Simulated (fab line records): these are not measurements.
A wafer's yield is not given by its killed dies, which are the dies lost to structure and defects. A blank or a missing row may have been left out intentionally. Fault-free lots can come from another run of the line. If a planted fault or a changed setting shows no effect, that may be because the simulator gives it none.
One fault seen from 3 desks | flow n5-finfet | numbers are kept per desk, each desk with only its own; the story behind them comes last

## DESK OF THE TOOL OWNER: cvd-co-01
The tool's own readings at N5_BEOL_M1_CO_CAP_55 (material Co, precursor CCTBA/H2, target thk 2 nm, time 102.1 s): means of the sampled wafers that have a number, for each lot that ran on this tool. A lot is out of limits, marked OUT, if its mean lies more than 4 standard deviations from the usual mean; the brackets give that distance.
Columns: A = heater-power-w at N5_BEOL_M1_CO_CAP_55, usual 242 W
lot  | first seen here | A
L261 | day 6 15:34     | 219
L262 | day 6 18:20     | 226
L263 | day 7 04:40     | 232
L271 | day 9 14:42     | 230
L282 | day 12 06:29    | 224
L283 | day 12 10:14    | 214
This desk's finding: nothing out of limits on any of the 6 lots.

## THE METROLOGY DESK
What the gauges read for every lot (on any tool): the sampled wafers with a number, averaged. A lot is out of limits, marked OUT, if its mean lies more than 4 standard deviations from the usual mean; the brackets give that distance. Of its 11 readings 7 are shown: those that lie furthest out on some lot.
Columns: A = M1_THK at N5_BEOL_M1_THK_MEAS_53, usual 40.8 nm; B = DIBL_P at N5_BEOL_M4_RC_MEAS_101, usual 36.5 mV/V; C = IOFF_P at N5_BEOL_M4_RC_MEAS_101, usual 0.22 nA/um; D = ION_N at N5_BEOL_M4_RC_MEAS_101, usual 677 uA/um; E = ION_P at N5_BEOL_M4_RC_MEAS_101, usual 463 uA/um; F = SS_N at N5_BEOL_M4_RC_MEAS_101, usual 71.6 mV/dec; G = VT_P at N5_BEOL_M4_RC_MEAS_101, usual -250 mV
lot  | first seen here | A    | B    | C    | D   | E   | F    | G
L260 | day 6 09:38     | 43.4 | 33.3 | 0.17 | 662 | 450 | 70.9 | -254
L261 | day 6 15:29     | 42.1 | 35.7 | 0.19 | 678 | 457 | 71.3 | -254
L262 | day 6 18:16     | 41.9 | 37.6 | 0.19 | 679 | 459 | 71.8 | -253
L263 | day 7 04:36     | 38.9 | 38.8 | 0.21 | 682 | 460 | 71.7 | -253
L265 | day 7 17:59     | 39.7 | 36.2 | 0.22 | 685 | 471 | 71.6 | -247
L271 | day 9 14:37     | 44.3 | 36.0 | 0.20 | 675 | 460 | 71.7 | -252
L278 | day 10 23:55    | 39.0 | 37.5 | 0.22 | 673 | 463 | 72.1 | -250
L282 | day 12 06:25    | 39.4 | 37.6 | 0.25 | 681 | 471 | 71.9 | -246
L283 | day 12 10:08    | 38.6 | 37.8 | 0.24 | 667 | 461 | 72.4 | -248
This desk's finding: nothing out of limits on any of the 9 lots.

## THE DEFECT DESK
Lot by lot, what the route's inspections counted, given as the mean of those sampled wafers with a number. A lot is out of limits, marked OUT, if its mean lies more than 4 standard deviations from the usual mean; the brackets give that distance.
Columns: A = raw-defect-count at N5_BEOL_M1_INSPECT_59, usual 73; B = raw-defect-count at N5_BEOL_M2_INSPECT_13, usual 439; C = raw-defect-count at N5_BEOL_M2_INSPECT_30, usual 442
lot  | first seen here | A             | B   | C
L260 | day 6 09:59     | 66            | 531 | 524
L261 | day 6 15:47     | 79            | 410 | 410
L262 | day 6 18:34     | 62            | 362 | 357
L263 | day 7 04:53     | 98            | 495 | 474
L265 | day 7 18:16     | 56            | 405 | 377
L271 | day 9 14:55     | 50            | 336 | 336
L278 | day 11 00:13    | 82            | 421 | 441
L282 | day 12 06:43    | 417 (+16) OUT | 698 | 729
L283 | day 12 10:26    | 374 (+14) OUT | 799 | 843
This desk's verdict: out of limits on L282, L283, starting with L282 at day 12 06:43 (raw-defect-count at N5_BEOL_M1_INSPECT_59). In limits: L260, L261, L262, L263, L265, L271, L278.

## PUT TOGETHER
The defect desk could have raised an alarm at day 12 06:43, on L282, L283.
The tool owner's desk saw nothing out of limits.
The metrology desk saw nothing out of limits.
The tool owner's desk has L282, L283 on record, within its limits.
The metrology desk has L282, L283 on record, within its limits.
N5_BEOL_M1_CO_CAP_55 was run on cvd-co-01 by each of the lots named.

## WHAT WAS PUT IN BY THE SIMULATOR
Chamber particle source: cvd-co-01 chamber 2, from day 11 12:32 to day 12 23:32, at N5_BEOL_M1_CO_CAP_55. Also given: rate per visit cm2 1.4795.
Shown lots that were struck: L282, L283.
Hours from the fault's start to each desk's first reading out of limits: the defect desk, 18.
